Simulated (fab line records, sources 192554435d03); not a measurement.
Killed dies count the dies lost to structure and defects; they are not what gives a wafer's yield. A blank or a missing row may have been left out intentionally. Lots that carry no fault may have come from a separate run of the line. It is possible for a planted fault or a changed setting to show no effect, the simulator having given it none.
Chamber matching    flow n5Finfet    N5_STI_FIN_REVEAL_ETCH_34 on rieSi-01 has 4 sister chambers
The step etches Si in H2, material Si, target depth 0.97 nm. 8 wafers are shown with their chamber, then 9 later ones without.

## WAFERS PAIRED WITH THEIR CHAMBERS
wafer   chamber  drypumpMotorCurrentA (A)  oesProductAu (a.u.)
L081.3  3        5.4                       0.972
L083.5  1        5.8                       0.991
L085.1  1        5.8                       0.994
L085.4  0        6.6                       0.989
L085.6  0        6.6                       0.994
L088.1  2        4.9                       0.988
L088.3  3        5.3                       0.975
L088.5  2        4.9                       0.982

## WAFERS WITH NO CHAMBER GIVEN
wafer   drypumpMotorCurrentA (A)  oesProductAu (a.u.)
L091.2  6.6                       0.994
L091.3  5.8                       1.001
L091.4  5.3                       0.971
L095.1  5.4                       0.977
L095.2  5.8                       1.000
L095.4  4.9                       0.980
L096.1  5.3                       0.977
L096.3  5.8                       1.000
L096.5  5.3                       0.962

## THE CHAMBER EACH PASSED THROUGH
wafer   from the rows above  in truth
L091.2  0                    0
L091.3  1                    1
L091.4  3                    3
L095.1  3                    3
L095.2  1                    1
L095.4  2                    2
L096.1  3                    3
L096.3  1                    1
L096.5  3                    3
Correct placement for 9 of the 9. Number that these rows cannot place: 0. Placed wrongly: 0.
How it was worked out, from the rows above alone: a wafer's distance from a chamber is the root of the sum, over the readings, of the square of ((its reading less the chamber's mean) divided by the reading's scatter). The wafer belongs to the nearest chamber; if the next one is less than 2 further off, it can't be placed. A chamber's mean is the mean of its shown wafers. How the scatter is found: for the shown wafers, subtract from each reading the mean of its chamber, square and add these, divide the total by (wafers less chambers), then take the root.
